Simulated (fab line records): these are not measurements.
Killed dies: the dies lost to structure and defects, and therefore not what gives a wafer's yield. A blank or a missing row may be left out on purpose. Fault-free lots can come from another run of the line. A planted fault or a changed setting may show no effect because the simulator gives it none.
What tool caused it? | flow n5 finfet | Sampling: 24 lots, 72 wafers, 3 of 1938 route steps

## WHAT THE GAUGES READ, wafer by wafer
N5_DUMMY_GATE_CD_MEAS_15 targets a cd of 25.8 nm.
lot  | measured    | on        | cd nm (nm)
L074 | day 3 04:13 | cd sem-02 | 24.79 25.20 25.24
L075 | day 3 04:20 | cd sem-02 | 25.23 25.43 24.53
L076 | day 3 14:06 | cd sem-02 | 25.03 24.86 25.01
L077 | day 3 20:28 | cd sem-01 | 25.38 24.95 24.86
L078 | day 4 05:24 | cd sem-01 | 24.86 24.87 25.01
L079 | day 4 07:00 | cd sem-01 | 24.91 25.36 24.75
L080 | day 4 17:10 | cd sem-01 | 25.34 24.88 24.97
L081 | day 4 14:55 | cd sem-03 | 25.36 25.41 24.95
L082 | day 5 00:49 | cd sem-01 | 24.49 24.89 25.15
L083 | day 5 07:13 | cd sem-01 | 25.45 25.50 25.20
L084 | day 5 12:01 | cd sem-02 | 24.80 25.04 25.10
L085 | day 5 18:31 | cd sem-02 | 24.83 24.87 25.06
L086 | day 5 22:50 | cd sem-02 | 24.74 25.40 25.05
L087 | day 6 05:35 | cd sem-02 | 25.16 24.76 25.59
L088 | day 6 12:56 | cd sem-03 | 24.85 25.10 25.01
L089 | day 6 16:07 | cd sem-02 | 25.28 24.95 25.07
L090 | day 6 23:28 | cd sem-02 | 25.48 25.12 25.25
L091 | day 7 07:29 | cd sem-03 | 25.12 24.98 24.93
L092 | day 7 15:17 | cd sem-01 | 24.96 25.34 25.09
L093 | day 7 17:41 | cd sem-02 | 25.77 25.39 25.22
L094 | day 8 01:10 | cd sem-02 | 25.29 24.70 24.85
L095 | day 8 04:29 | cd sem-02 | 24.87 25.12 25.55
L096 | day 8 16:01 | cd sem-03 | 24.75 24.97 24.88
L097 | day 8 17:47 | cd sem-02 | 25.43 24.98 25.29

## WHICH TOOL RAN EACH LOT (tool, then ch and the chambers of the sampled wafers, then the start)
lot  | N5_FIN_CUT_PRECLEAN_35            | N5_DUMMY_GATE_ALD_02
L074 | vapor etch-02 ch 0,1, day 2 05:16 | ald sin-01 ch 1,2,3, day 2 16:04
L075 | vapor etch-02 ch 0,1, day 2 09:45 | ald sin-04 ch 1,3, day 2 19:56
L076 | vapor etch-02 ch 0, day 2 16:14   | ald sin-04 ch 1,2,3, day 3 02:25
L077 | vapor etch-02 ch 0,1, day 2 22:28 | ald sin-01 ch 0,1,2, day 3 10:08
L078 | vapor etch-01 ch 0,1, day 3 05:57 | ald sin-04 ch 1,2,3, day 3 17:05
L079 | vapor etch-01 ch 0,1, day 3 12:06 | ald sin-01 ch 0,2,3, day 3 22:37
L080 | vapor etch-02 ch 0,1, day 3 17:02 | ald sin-01 ch 0,1,3, day 4 02:46
L081 | vapor etch-02 ch 0,1, day 3 20:46 | ald sin-01 ch 1,2, day 4 06:11
L082 | vapor etch-01 ch 0,1, day 4 04:27 | ald sin-02 ch 0,1,3, day 4 14:03
L083 | vapor etch-01 ch 0,1, day 4 09:47 | ald sin-02 ch 0,1,3, day 4 21:00
L084 | vapor etch-02 ch 0,1, day 4 16:32 | ald sin-01 ch 1,2,3, day 5 03:29
L085 | vapor etch-01 ch 0,1, day 5 00:53 | ald sin-04 ch 0,2,3, day 5 10:06
L086 | vapor etch-01 ch 0,1, day 5 04:11 | ald sin-02 ch 1,2,3, day 5 14:12
L087 | vapor etch-01 ch 0,1, day 5 11:46 | ald sin-01 ch 0,1,2, day 5 21:11
L088 | vapor etch-01 ch 0,1, day 5 19:02 | ald sin-01 ch 0,1,3, day 6 04:26
L089 | vapor etch-01 ch 1, day 5 21:45   | ald sin-02 ch 1,3, day 6 07:45
L090 | vapor etch-02 ch 0,1, day 6 04:53 | ald sin-01 ch 0,2,3, day 6 15:04
L091 | vapor etch-01 ch 0,1, day 6 11:34 | ald sin-01 ch 0,3, day 6 21:22
L092 | vapor etch-02 ch 0,1, day 6 17:24 | ald sin-01 ch 0,1,2, day 7 03:16
L093 | vapor etch-02 ch 0,1, day 6 22:54 | ald sin-01 ch 0,1, day 7 08:08
L094 | vapor etch-02 ch 0,1, day 7 04:01 | ald sin-04 ch 1,2,3, day 7 14:05
L095 | vapor etch-01 ch 0, day 7 09:31   | ald sin-01 ch 0,2,3, day 7 20:04
L096 | vapor etch-01 ch 0,1, day 7 17:32 | ald sin-01 ch 0,3, day 8 03:05
L097 | vapor etch-01 ch 0,1, day 7 22:02 | ald sin-02 ch 0,1,3, day 8 07:28
- N5_FIN_CUT_PRECLEAN_35: cleans in vHF, time 13.3 s.
- N5_DUMMY_GATE_ALD_02: deposits SiO2, target thk 2 nm, pulse time 1 s.

## WHAT THE TOOLS THEMSELVES READ (means of the sampled wafers that have a number; where no wafer has one, the mark that the record gives instead)
N5_FIN_CUT_PRECLEAN_35.
lot  | tool          | drypump motor current A (A)
L074 | vapor etch-02 | 5.5
L075 | vapor etch-02 | 5.2
L076 | vapor etch-02 | 5.0
L077 | vapor etch-02 | 5.2
L078 | vapor etch-01 | 5.5
L079 | vapor etch-01 | 5.3
L080 | vapor etch-02 | 5.5
L081 | vapor etch-02 | 5.5
L082 | vapor etch-01 | 5.5
L083 | vapor etch-01 | 5.3
L084 | vapor etch-02 | 5.2
L085 | vapor etch-01 | 5.5
L086 | vapor etch-01 | 5.5
L087 | vapor etch-01 | 5.5
L088 | vapor etch-01 | 5.3
L089 | vapor etch-01 | 5.1
L090 | vapor etch-02 | 5.2
L091 | vapor etch-01 | 5.5
L092 | vapor etch-02 | 5.2
L093 | vapor etch-02 | 5.5
L094 | vapor etch-02 | 5.5
L095 | vapor etch-01 | 5.7
L096 | vapor etch-01 | 5.3
L097 | vapor etch-01 | 5.3

N5_DUMMY_GATE_ALD_02.
lot  | tool       | heater power w (W) | precursor pulse height rel
L074 | ald sin-01 | 506                | 1.031
L075 | ald sin-04 | 461                | 0.992
L076 | ald sin-04 | 470                | 0.984
L077 | ald sin-01 | 496                | 0.991
L078 | ald sin-04 | 474                | 1.005
L079 | ald sin-01 | 524                | 0.981
L080 | ald sin-01 | 535                | 0.984
L081 | ald sin-01 | 479                | 1.005
L082 | ald sin-02 | 425                | 1.012
L083 | ald sin-02 | 424                | 0.988
L084 | ald sin-01 | 515                | 1.003
L085 | ald sin-04 | 460                | 0.991
L086 | ald sin-02 | 426                | 0.984
L087 | ald sin-01 | 506                | 1.036
L088 | ald sin-01 | 534                | 1.009
L089 | ald sin-02 | 438                | 0.974
L090 | ald sin-01 | 518                | 0.980
L091 | ald sin-01 | 527                | 0.986
L092 | ald sin-01 | 497                | 0.994
L093 | ald sin-01 | 513                | 0.994
L094 | ald sin-04 | 475                | 1.005
L095 | ald sin-01 | 512                | 1.004
L096 | ald sin-01 | 530                | 0.999
L097 | ald sin-02 | 421                | 1.015

## THE ANSWER, worked out from the rows above alone
Rule: usual is defined by the lots themselves. The widest of any qualifying gaps counts: lots, ordered by their means at a reading, are off when they make up no more than a third of the lots, leave a main group of 4 or more, and stand apart from it by 3 or more times the standard deviation of that group's means. The tables above print the reading to a certain number of digits; a main group whose means all agree to those digits is not used. Also off: a lot with no number at a reading for which 4 or more lots have one. All remaining lots with rows at the step are treated as sound. First the gauges in route order, then the tools' own readings, where a lot's mean is used as printed above. The first step at which some lot is off is used, and at that step the reading that is off furthest; a lot without a number counts as furthest.
No lot is off at any reading shown: from this, nothing can be told.

## WHAT HAD BEEN PUT IN BY THE SIMULATOR
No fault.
